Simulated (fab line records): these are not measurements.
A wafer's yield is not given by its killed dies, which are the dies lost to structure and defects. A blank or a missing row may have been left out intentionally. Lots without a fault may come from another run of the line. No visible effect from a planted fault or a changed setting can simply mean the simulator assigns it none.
Lot-split experiment :: flow n5Finfet :: route with 1938 steps; 7 lots, 21 wafers read

== THE SPLIT ==
At N5_BEOL_M5_COAT_74 (time 60 s, resist thk 5 nm), the setting spinRpm was moved away from the recipe's 1500 rpm on 8 of the 21 wafers read, by -3.5% to +10.7%. For the rest of the wafers, this setting stayed at what the recipe calls for.

== FROM THE SPLIT TO THE READING: what the file shows between them, 3 steps ==
- N5_BEOL_M5_COAT_22: resist thk 30 nm
- N5_BEOL_M5_EBR_24
- N5_BEOL_M5_DESCUM_33: chemistry O2, time 7 s

== THE READING ==
etch.depthNm (the simulator's own value, which no gauge read), in nm, at N5_BEOL_M5_ETCH_75 (etches underlayer in N2/H2, target depth 6.5 nm, time 5.2 s). The file gives no usual value for it. Across the 13 wafers here that went through the recipe, the average is 5.008 nm and the standard deviation 0.011 nm.

wafer: L074.1
tool, chamber at the split: lithoTrack-01, 0
spinRpm as run, rpm: 1500
against the recipe: recipe
etch.depthNm, nm: 5.014
against lot-mates on the recipe: -

wafer: L074.5
tool, chamber at the split: lithoTrack-01, 0
spinRpm as run, rpm: 1500
against the recipe: recipe
etch.depthNm, nm: 5.014
against lot-mates on the recipe: -

wafer: L074.4
tool, chamber at the split: lithoTrack-01, 0
spinRpm as run, rpm: 1500
against the recipe: recipe
etch.depthNm, nm: 5.015
against lot-mates on the recipe: -

wafer: L076.1
tool, chamber at the split: lithoTrack-02, 0
spinRpm as run, rpm: 1500
against the recipe: recipe
etch.depthNm, nm: 5.014
against lot-mates on the recipe: -

wafer: L076.2
tool, chamber at the split: lithoTrack-02, 0
spinRpm as run, rpm: 1500
against the recipe: recipe
etch.depthNm, nm: 4.988
against lot-mates on the recipe: -

wafer: L076.3
tool, chamber at the split: lithoTrack-02, 0
spinRpm as run, rpm: 1500
against the recipe: recipe
etch.depthNm, nm: 5.004
against lot-mates on the recipe: -

wafer: L077.1
tool, chamber at the split: lithoTrack-04, 0
spinRpm as run, rpm: 1500
against the recipe: recipe
etch.depthNm, nm: 5.023
against lot-mates on the recipe: -

wafer: L077.3
tool, chamber at the split: lithoTrack-04, 0
spinRpm as run, rpm: 1500
against the recipe: recipe
etch.depthNm, nm: 5.014
against lot-mates on the recipe: -

wafer: L077.6
tool, chamber at the split: lithoTrack-04, 0
spinRpm as run, rpm: 1500
against the recipe: recipe
etch.depthNm, nm: 5.011
against lot-mates on the recipe: -

wafer: L078.2
tool, chamber at the split: lithoTrack-04, 0
spinRpm as run, rpm: 1448
against the recipe: -3.5%
etch.depthNm, nm: 5.103
against lot-mates on the recipe: +0.099

wafer: L078.3
tool, chamber at the split: lithoTrack-04, 0
spinRpm as run, rpm: 1448
against the recipe: -3.5%
etch.depthNm, nm: 5.11
against lot-mates on the recipe: +0.106

wafer: L078.6
tool, chamber at the split: lithoTrack-04, 0
spinRpm as run, rpm: 1500
against the recipe: recipe
etch.depthNm, nm: 5.004
against lot-mates on the recipe: -

wafer: L081.1
tool, chamber at the split: lithoTrack-02, 0
spinRpm as run, rpm: 1447
against the recipe: -3.5%
etch.depthNm, nm: 5.106
against lot-mates on the recipe: +0.089

wafer: L081.3
tool, chamber at the split: lithoTrack-02, 0
spinRpm as run, rpm: 1447
against the recipe: -3.5%
etch.depthNm, nm: 5.094
against lot-mates on the recipe: +0.077

wafer: L081.4
tool, chamber at the split: lithoTrack-02, 0
spinRpm as run, rpm: 1500
against the recipe: recipe
etch.depthNm, nm: 5.017
against lot-mates on the recipe: -

wafer: L085.1
tool, chamber at the split: lithoTrack-04, 0
spinRpm as run, rpm: 1661
against the recipe: +10.7%
etch.depthNm, nm: 4.747
against lot-mates on the recipe: -0.236

wafer: L085.4
tool, chamber at the split: lithoTrack-04, 0
spinRpm as run, rpm: 1500
against the recipe: recipe
etch.depthNm, nm: 4.983
against lot-mates on the recipe: -

wafer: L085.5
tool, chamber at the split: lithoTrack-04, 0
spinRpm as run, rpm: 1661
against the recipe: +10.7%
etch.depthNm, nm: 4.739
against lot-mates on the recipe: -0.244

wafer: L088.1
tool, chamber at the split: lithoTrack-01, 0
spinRpm as run, rpm: 1449
against the recipe: -3.4%
etch.depthNm, nm: 5.087
against lot-mates on the recipe: +0.079

wafer: L088.3
tool, chamber at the split: lithoTrack-01, 0
spinRpm as run, rpm: 1449
against the recipe: -3.4%
etch.depthNm, nm: 5.087
against lot-mates on the recipe: +0.079

wafer: L088.2
tool, chamber at the split: lithoTrack-01, 0
spinRpm as run, rpm: 1500
against the recipe: recipe
etch.depthNm, nm: 5.008
against lot-mates on the recipe: -

FIT RESULTS
A straight line over all 21 wafers: etch.depthNm changes by -0.025 nm for each +1% of spinRpm; r = -0.99; the points scatter about the line by 0.01 nm.
The same after taking each lot's own level away (the mean of its wafers on the recipe; 21 wafers): -0.0231 nm for each +1%; r = -1.00; scatter 0.0089 nm.
Per that fit: largest spinRpm move, reading shift of 0.25 nm.
From 4.9830 to 5.0170 nm: that is the span of the lots' own levels, equal to 3.1 times the standard deviation above.
Hence the lot-to-lot level has little effect on the slope; both slopes agree.
Check: -0.251 nm against its lot-mates is what the line predicts for one of the wafers moved furthest among these (+10.7%) when that wafer is left out of the fit. It came out at -0.236 nm against them.

== OTHER SPLITS APPLIED TO THESE WAFERS ==
These wafers also went through other splits before the reading. Each is held against what the fit with the lots' levels taken away leaves over:
other split on the same wafers: N5_BEOL_M5_ETCH_72 sourceW
wafers away from the commonest value: 5
r with etch.depthNm (lot level and that fit taken away): +0.61

== THE FILE'S OWN FIT ==
etch.depthNm changes by -0.0231 nm for each +1% of spinRpm, r = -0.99.
